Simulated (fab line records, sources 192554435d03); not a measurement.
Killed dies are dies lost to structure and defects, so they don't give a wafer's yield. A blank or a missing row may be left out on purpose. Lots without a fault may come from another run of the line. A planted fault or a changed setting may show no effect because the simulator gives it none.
A struck lot beside a sound one | flow n5_finfet | 38 steps out of a route of 1938
Sound: wafers L604.2, L604.3, L604.5. Struck: wafers L601.3, L601.5. (L601.4 of the same lot was not struck and is left out.) The cause comes at the end.
At each step with rows: each side's tool, then ch and its chambers, then its first start. Under that, the readings that differ: sound wafers | struck wafers | difference of the means | sigmas: that difference in standard deviations of wafers without a fault.
alike: readings whose means differ by less than 2 such deviations, and words and numbers that are the same on both sides. not compared: withheld readings, readings that some wafer has no value for, bounds like >300 that may hide the same value, and numbers for which the record gives no deviation and whose values overlap.
The two part at a step that has a row with sigmas, a row that says differs or no value, or rows on one side only. Numbers that don't overlap but have no deviation are shown without sigmas and don't part them. A reading that every wafer of one side lacks parts them only if that side has two wafers or more.

first, 9 steps without rows for these wafers: N5_BEOL_M4_ANNEAL_95 (time 240 s); N5_BEOL_M4_SPUTTER_96 (material Cu, target thk 4.5 nm, time 8.29 s); N5_BEOL_M4_ECD_50 (material Cu, target thk 300 nm); N5_BEOL_M4_ANNEAL_51 (time 90 s); N5_BEOL_M4_CMP_52 (polishes, stops on SiOC, t overpolish 6.8 s, target thk 40 nm); N5_BEOL_M4_PRE_CLEAN_60 (time 15 s); N5_BEOL_M4_CO_CAP_55 (material Co, precursor CCTBA/H2, target thk 2 nm, time 102.1 s); N5_BEOL_M4_PRE_CLEAN_56 (time 15 s); N5_BEOL_M4_DEP_57 (deposits SiCN from 3MS/NH3, target thk 8 nm, time 14 s).
N5_BEOL_M4_RC_MEAS_101:
  sound on prober-01 ch 0, day 12 23:23; struck on prober-02 ch 0, day 12 07:04
  alike: DIBL_N, DIBL_P, IOFF_N, IOFF_P, ION_N, ION_P, SS_N, SS_P, VT_N, VT_P
then, 24 steps without rows for these wafers: N5_BEOL_M5_ILD_DEP_00 (deposits SiCOH lowk from DEMS/porogen, target thk 140.64 nm, time 25.9 s); N5_BEOL_M5_CURE_79 (cures SiCOH lowk, time 240 s); N5_BEOL_M5_PECVD_70 (deposits SiO2 from TEOS/O2, target thk 16 nm, time 18 s); N5_BEOL_M5_HM_DEP_02 (deposits TiN, target thk 20 nm); N5_BEOL_M5_COAT_59 (time 60 s, resist thk 60 nm); N5_BEOL_M5_COAT_60 (time 60 s, resist thk 12 nm); N5_BEOL_M5_COAT_71 (time 60 s, resist thk 5 nm); N5_BEOL_M5_COAT_05 (resist thk 30 nm); N5_BEOL_M5_EBR_07; N5_BEOL_M5_SOFTBAKE_06 (time 60 s); N5_BEOL_M5_EXPOSE_08 (exposes mask M5, target cd 28 nm); N5_BEOL_M5_PEB_09 (peb time 60 s); N5_BEOL_M5_DEVELOP_10 (develop time 30 s); N5_BEOL_M5_DESCUM_16 (chemistry O2, time 7 s); N5_BEOL_M5_ETCH_72 (etches underlayer in N2/H2, target depth 6.5 nm, time 5.2 s); N5_BEOL_M5_ETCH_61 (etches SiARC in CF4, target depth 15.6 nm, time 26 s); N5_BEOL_M5_ETCH_62 (etches SOC in N2/H2, target depth 75 nm, overetch 15 nm, time 112.5 s); N5_BEOL_M5_STRIP_63 (strips in N2/H2); N5_BEOL_M5_STRIP_73 (strips in N2/H2); N5_BEOL_M5_STRIP_64 (strips in CF4); N5_BEOL_M5_HM_OPEN_17 (chemistry Cl2/BCl3, target TiN, target depth 20 nm, overetch 6 nm); N5_BEOL_M5_STRIP_19 (strips in O2); N5_BEOL_M5_COAT_65 (time 60 s, resist thk 60 nm); N5_BEOL_M5_COAT_66 (time 60 s, resist thk 12 nm).
N5_BEOL_M9_ILD_DEP_00: deposits SiCOH lowk from DEMS/porogen, target thk 308.51 nm, time 58 s.
  sound on pecvd-04 ch 0,1, day 14 17:40; struck on pecvd-01 ch 0, day 14 01:34
  reading                                            | sound             | struck      | difference | sigmas
  run_length_s (s)                                   | 100.5 100.8 100.8 | 118.6 118.9 | +18.0      | +37
  showerhead_vpp_V (V)                               | 1494 1438 1507    | 1262 1243   | -227       | -2
  model.SiCOH_lowk_of_BEOL_M9_ILD_DEP_00.thk_nm (nm) | 309.8 307.2 312.8 | 398.4 404.2 | +91.4      |
  alike: chamber_pressure_Torr, heater_power_w, showerhead_plenum_p_Torr, throttle_valve_pct
  not compared: since_wet_clean_h
N5_BEOL_M9_THK_MEAS_01:
  sound on film_metro-01, day 14 18:16; struck on film_metro-01, day 14 02:09
  reading         | sound       | struck  | difference | sigmas
  M9_ILD_THK (nm) | 269 267 272 | 348 353 | +81        | +24
N5_BEOL_M9_CMP_52: polishes, stops on SiCOH lowk, t overpolish 7 s, target thk 140 nm.
  sound on cmp-02 ch 1,2,3, day 15 02:01; struck on cmp-02 ch 1,2, day 14 11:49
  reading                                            | sound             | struck    | difference | sigmas
  model.SiCOH_lowk_of_BEOL_M9_ILD_DEP_00.thk_nm (nm) | 266.2 263.8 268.8 | 344.8 350 | +81.1      |
  alike: clearing_platen_down_force_psi, edge_zone_pressure_frac, motor_current_A
-- the record jumps here: 2 days lie between the struck wafers' starts before and after (it left off in module BEOL_M9 and takes up again in module PASSIVATION, whose first step shown is number 1936 of the route) --
N5_PASSIVATION_PROBE_49:
  the record has rows for the struck wafers here (prober-01, day 16 18:28) and none for the sound ones

WHERE THEY PART
First at N5_BEOL_M9_ILD_DEP_00; last, within this record, at N5_PASSIVATION_PROBE_49.

WHY: what the simulator had put in
Process parameter drift: pecvd-01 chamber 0, from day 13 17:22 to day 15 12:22, at N5_BEOL_M9_ILD_DEP_00. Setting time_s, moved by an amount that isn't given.
